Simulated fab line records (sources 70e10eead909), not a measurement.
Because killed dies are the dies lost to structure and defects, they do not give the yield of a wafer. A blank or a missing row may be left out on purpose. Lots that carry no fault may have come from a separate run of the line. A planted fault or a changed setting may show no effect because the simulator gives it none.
Which tool is to blame?    flow nand-harc    13 lots, 36 wafers sampled, at 5 steps of a route of 1302

== WHAT EACH GAUGE READ, for each wafer ==
NHARC_A_CHANNEL_HOLE_D2_CD_MEAS_31. Usual: 89.8 nm for cd-nm, sd 1.9.
lot   measured      on         cd-nm (nm)      flag
L637  day 13 04:48  cd-sem-02  90.1 91.8 91.4  
L639  day 14 06:10  cd-sem-03  91.3 89.7 91.8  
L641  day 15 00:53  cd-sem-03  90.9 88.5 91.4  
L640  day 15 01:54  cd-sem-01  89.5 88.2 89.2  
L646  day 17 15:32  cd-sem-01  93.8 86.0 91.4  
L647  day 17 19:42  cd-sem-01  91.6 91.0 87.3  
L649  day 18 07:52  cd-sem-03  88.2 88.4 88.7  
L651  day 19 09:25  cd-sem-03  90.7 91.3       
L650  day 19 11:00  cd-sem-01  90.8 88.7       
L652  day 19 22:47  cd-sem-02  89.1 91.4       
L659  day 22 05:34  cd-sem-01  92.6 90.0 91.0  
L658  day 22 06:29  cd-sem-02  94.5 89.9 92.5  
L660  day 23 06:43  cd-sem-02  89.8 88.6 88.3  

NHARC_END_SORT_01. Usual: killed-at-array 52, standard deviation 18; killed-at-other 1.0, standard deviation 1.4; killed-at-periphery 3.1, standard deviation 2.3; killed-dies 56, standard deviation 17; killed-open 3.0, standard deviation 1.7; killed-short 2.5, standard deviation 1.7.
lot   measured      on         killed-at-array  killed-at-other  killed-at-periphery  killed-dies  killed-open  killed-short  flag
L651  day 29 12:23  prober-01  59               1                4                    64           1            2             
L652  day 30 14:38  prober-02  74 60            2 0              3 1                  79 61        2 3          1 2           

== WHICH TOOL RAN EACH LOT (tool, then ch and the chambers of the sampled wafers, then the start) ==
lot   NHARC_A_CHANNEL_HOLE_D2_ETCH_21   NHARC_A_CHANNEL_FILL_D2_ALD_14    NHARC_A_CHANNEL_FILL_D2_ETCHBACK_08
L637  har-etch-02 ch 0,1, day 12 23:52  ald-hk-02 ch 1,2,3, day 13 12:53  rie-diel-08 ch 0,1,2, day 14 23:43
L639  har-etch-02 ch 0, day 14 01:08    ald-hk-04 ch 0,2, day 14 13:33    rie-diel-08 ch 1,2, day 16 00:17
L641  har-etch-02 ch 1, day 14 19:49    ald-hk-04 ch 0,1, day 15 08:59    rie-diel-05 ch 0,1,3, day 16 20:33
L640  har-etch-01 ch 0,1, day 14 20:41  ald-hk-04 ch 0,1,2, day 15 08:50  rie-diel-13 ch 1,2,3, day 16 20:37
L646  har-etch-01 ch 0,1, day 17 10:40  ald-hk-04 ch 0,2,3, day 17 22:59  rie-diel-05 ch 0,2,3, day 19 10:40
L647  har-etch-01 ch 0,1, day 17 14:35  ald-hk-01 ch 0,2,3, day 18 03:05  rie-diel-13 ch 0,1,2, day 19 10:37
L649  har-etch-01 ch 0,1, day 18 02:45  ald-hk-02 ch 0,1,2, day 18 15:18  rie-diel-08 ch 0,2,3, day 20 02:02
L651  har-etch-01 ch 0,1, day 19 04:20  ald-hk-04 ch 1,3, day 19 16:53    rie-diel-05 ch 0,3, day 21 03:24
L650  har-etch-02 ch 0,1, day 19 05:54  ald-hk-02 ch 1,2, day 19 16:53    rie-diel-05 ch 0,1, day 21 07:01
L652  har-etch-01 ch 0,1, day 19 17:41  ald-hk-01 ch 0,1, day 20 06:17    rie-diel-05 ch 1,2, day 21 16:41
L659  har-etch-01 ch 0,1, day 22 00:33  ald-hk-01 ch 2,3, day 22 13:01    rie-diel-05 ch 1,2, day 24 00:55
L658  har-etch-02 ch 0,1, day 22 01:28  ald-hk-02 ch 0,2, day 22 12:59    rie-diel-05 ch 0,1, day 24 00:49
L660  har-etch-01 ch 0,1, day 23 01:37  ald-hk-02 ch 1,2, day 23 14:26    rie-diel-08 ch 1,2, day 25 02:22
- NHARC_A_CHANNEL_HOLE_D2_ETCH_21: etches the open film in C4F8/O2/Ar, time 514.3 s, target depth 1600 nm.
- NHARC_A_CHANNEL_FILL_D2_ALD_14: deposits SiO2, target thk 2.5 nm, pulse time 10 s, ald cycles 25.
- NHARC_A_CHANNEL_FILL_D2_ETCHBACK_08: etches the open film in C4F8, target depth 220 nm, time 110 s.

== AS READ BY THE TOOLS THEMSELVES (means over the sampled wafers that have a number; for cases with no such wafer, the mark the record gives instead) ==
NHARC_A_CHANNEL_HOLE_D2_ETCH_21. Usual: c4f8-flow-sccm 89.29 sccm, standard deviation 0.26; drypump-motor-current-A 5.43 A, standard deviation 0.18; showerhead-plenum-p-Torr 3.66 Torr, standard deviation 0.1; throttle-valve-pct 32.156 %, standard deviation 0.0092.
lot   tool         c4f8-flow-sccm (sccm)  drypump-motor-current-A (A)  showerhead-plenum-p-Torr (Torr)  throttle-valve-pct (%)  flag
L637  har-etch-02  89.13                  5.25                         3.63                             32.157                  
L639  har-etch-02  89.62                  5.28                         3.56                             32.161                  
L641  har-etch-02  89.40                  5.26                         3.73                             32.158                  
L640  har-etch-01  89.47                  5.62                         3.66                             32.152                  
L646  har-etch-01  89.49                  5.61                         3.64                             32.157                  
L647  har-etch-01  89.26                  5.62                         3.64                             32.156                  
L649  har-etch-01  89.08                  5.51                         3.61                             32.157                  
L651  har-etch-01  89.31                  5.56                         3.62                             32.153                  
L650  har-etch-02  89.61                  5.29                         3.80                             32.157                  
L652  har-etch-01  89.50                  5.56                         3.61                             32.155                  
L659  har-etch-01  89.14                  5.50                         3.58                             32.153                  
L658  har-etch-02  89.22                  5.26                         3.74                             32.163                  
L660  har-etch-01  89.51                  5.49                         3.57                             32.156                  

NHARC_A_CHANNEL_FILL_D2_ALD_14. Usual: heater-power-w 455 W, standard deviation 42; precursor-pulse-height-rel 1.001, standard deviation 0.021.
lot   tool       heater-power-w (W)  precursor-pulse-height-rel  flag
L637  ald-hk-02  470                 1.001                       
L639  ald-hk-04  481                 1.008                       
L641  ald-hk-04  443                 0.993                       
L640  ald-hk-04  455                 1.021                       
L646  ald-hk-04  459                 0.983                       
L647  ald-hk-01  430                 1.004                       
L649  ald-hk-02  477                 1.017                       
L651  ald-hk-04  416                 1.015                       
L650  ald-hk-02  472                 0.979                       
L652  ald-hk-01  426                 1.002                       
L659  ald-hk-01  414                 0.989                       
L658  ald-hk-02  492                 0.994                       
L660  ald-hk-02  435                 1.031                       

NHARC_A_CHANNEL_FILL_D2_ETCHBACK_08. Usual: oes-product-au 0.96 a.u., standard deviation 0.039; rf-fwd-power-W 596.6 W, standard deviation 1.9; rf-vpp-V 440.6 V, standard deviation 2.9; run-length-s 131.3 s, standard deviation 0.36.
lot   tool         oes-product-au (a.u.)  rf-fwd-power-W (W)  rf-vpp-V (V)  run-length-s (s)  flag
L637  rie-diel-08  1.00                   596.4               442.5         131.5             
L639  rie-diel-08  0.93                   595.6               443.6         131.4             
L641  rie-diel-05  0.94                   595.5               441.1         131.3             
L640  rie-diel-13  1.00                   596.9               438.3         131.8             
L646  rie-diel-05  0.98                   596.5               440.4         131.2             
L647  rie-diel-13  0.98                   597.9               436.2         131.3             
L649  rie-diel-08  0.93                   597.0               441.0         131.1             
L651  rie-diel-05  1.02                   595.1               441.2         134.6             OFF
L650  rie-diel-05  1.00                   596.9               440.8         134.9             OFF
L652  rie-diel-05  0.93                   597.5               440.6         137.4             OFF
L659  rie-diel-05  0.92                   596.0               440.7         131.0             
L658  rie-diel-05  0.98                   597.3               440.2         131.1             
L660  rie-diel-08  0.91                   597.1               443.7         131.6             

== THE ANSWER, worked out from the rows above alone ==
Rule: lot off if the mean of its wafers having a number is beyond 3 standard deviations from the usual mean. Also off: a lot with no number at a reading for which 4 or more lots have one. The other lots that the step has rows for count as sound. Order of review: gauges by route order, followed by the tools' own readings, for which a lot's mean as printed above is used. At the first step where some lot is off, the reading lying furthest off is the one used; lots without a number count as furthest.
Off, at NHARC_A_CHANNEL_FILL_D2_ETCHBACK_08 on run-length-s: L651, L650, L652.
If a tool, at that step or one of the process steps before it, ran each lot that is off and ran no sound lot following the first of them, it fits. None of those tried fits.

== WHAT WAS PUT IN BY THE SIMULATOR ==
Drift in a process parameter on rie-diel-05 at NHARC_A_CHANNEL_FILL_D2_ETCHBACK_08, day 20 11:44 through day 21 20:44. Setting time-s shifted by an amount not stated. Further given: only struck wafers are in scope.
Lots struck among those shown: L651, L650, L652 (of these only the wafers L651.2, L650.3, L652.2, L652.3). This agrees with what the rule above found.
